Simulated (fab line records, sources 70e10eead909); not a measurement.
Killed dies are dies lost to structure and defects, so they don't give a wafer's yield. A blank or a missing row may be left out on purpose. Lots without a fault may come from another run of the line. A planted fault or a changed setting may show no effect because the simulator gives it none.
Chamber matching | flow nand_harc | NHARC_P_ZERO_WELL_DESCUM_54 on rie_diel-13: 4 sister chambers
The step chemistry O2, time 3 s. 22 wafers are shown with their chamber, then 11 later ones without.

WAFERS WITH THEIR CHAMBER
wafer  | chamber | drypump_motor_current_A (A) | throttle_valve_pct (%) | oes_product_au (a.u.)
L074.2 | 3       | 5.8                         | 11.317                 | 1.004
L074.3 | 1       | 5.6                         | 11.304                 | 1.003
L074.5 | 1       | 5.7                         | 11.300                 | 0.994
L079.2 | 1       | 5.6                         | 11.296                 | 0.994
L079.3 | 0       | 6.3                         | 11.318                 | 0.991
L079.4 | 3       | 5.8                         | 11.319                 | 0.998
L080.1 | 2       | 6.0                         | 11.300                 | 0.992
L080.2 | 0       | 6.3                         | 11.318                 | 1.002
L080.6 | 2       | 6.0                         | 11.319                 | 1.000
L081.2 | 1       | 5.6                         | 11.297                 | 0.999
L081.3 | 2       | 5.9                         | 11.304                 | 1.000
L081.5 | 3       | 5.8                         | 11.321                 | 1.013
L083.2 | 2       | 5.9                         | 11.298                 | 1.000
L083.3 | 3       | 5.8                         | 11.330                 | 0.999
L083.4 | 1       | 5.6                         | 11.296                 | 0.998
L086.3 | 1       | 5.7                         | 11.316                 | 1.000
L086.5 | 3       | 5.8                         | 11.305                 | 1.010
L086.6 | 0       | 6.3                         | 11.303                 | 1.007
L090.2 | 0       | 6.3                         | 11.309                 | 0.995
L090.3 | 2       | 5.9                         | 11.310                 | 1.004
L090.4 | 3       | 5.8                         | 11.323                 | 1.006
L090.1 | 1       | 5.6                         | 11.308                 | 0.991

SIGNATURES (means of the wafers above)
reading                 | chamber 0 | chamber 1 | chamber 2 | chamber 3 | scatter within a chamber
drypump_motor_current_A | 6.300     | 5.629     | 5.940     | 5.800     | 0.0382
throttle_valve_pct      | 11.31200  | 11.30243  | 11.30620  | 11.31917  | 0.00791
oes_product_au          | 0.99875   | 0.99700   | 0.99920   | 1.00500   | 0.00532
Rule: a wafer's distance from a chamber is the root of the sum, over the readings, of the square of ((its reading less the chamber's mean) divided by the reading's scatter). The wafer belongs to the nearest chamber; if the next one is less than 2 further off, it can't be placed. The scatter: the root of (the sum of the squares of (reading less its chamber's mean) over the shown wafers, divided by (wafers less chambers)).

WAFERS WITHOUT THEIR CHAMBER
wafer  | drypump_motor_current_A (A) | throttle_valve_pct (%) | oes_product_au (a.u.)
L090.5 | 5.8                         | 11.319                 | 0.997
L090.6 | 6.3                         | 11.335                 | 0.998
L091.2 | 5.6                         | 11.303                 | 1.003
L091.5 | 5.8                         | 11.316                 | 1.006
L091.6 | 6.3                         | 11.321                 | 1.007
L094.2 | 6.3                         | 11.313                 | 0.997
L094.3 | 5.6                         | 11.317                 | 0.984
L094.6 | 5.6                         | 11.314                 | 0.999
L095.1 | 6.0                         | 11.305                 | 0.994
L095.2 | 6.3                         | 11.301                 | 0.997
L095.5 | 5.8                         | 11.325                 | 0.992

WHICH CHAMBER EACH WENT THROUGH
wafer  | from the rows above | in truth
L090.5 | 3                   | 3
L090.6 | 0                   | 0
L091.2 | 1                   | 1
L091.5 | 3                   | 3
L091.6 | 0                   | 0
L094.2 | 0                   | 0
L094.3 | 1                   | 1
L094.6 | 1                   | 1
L095.1 | 2                   | 2
L095.2 | 0                   | 0
L095.5 | 3                   | 3
Placed correctly: 11 of 11. Can't be placed from these rows: 0. Placed wrongly: 0.
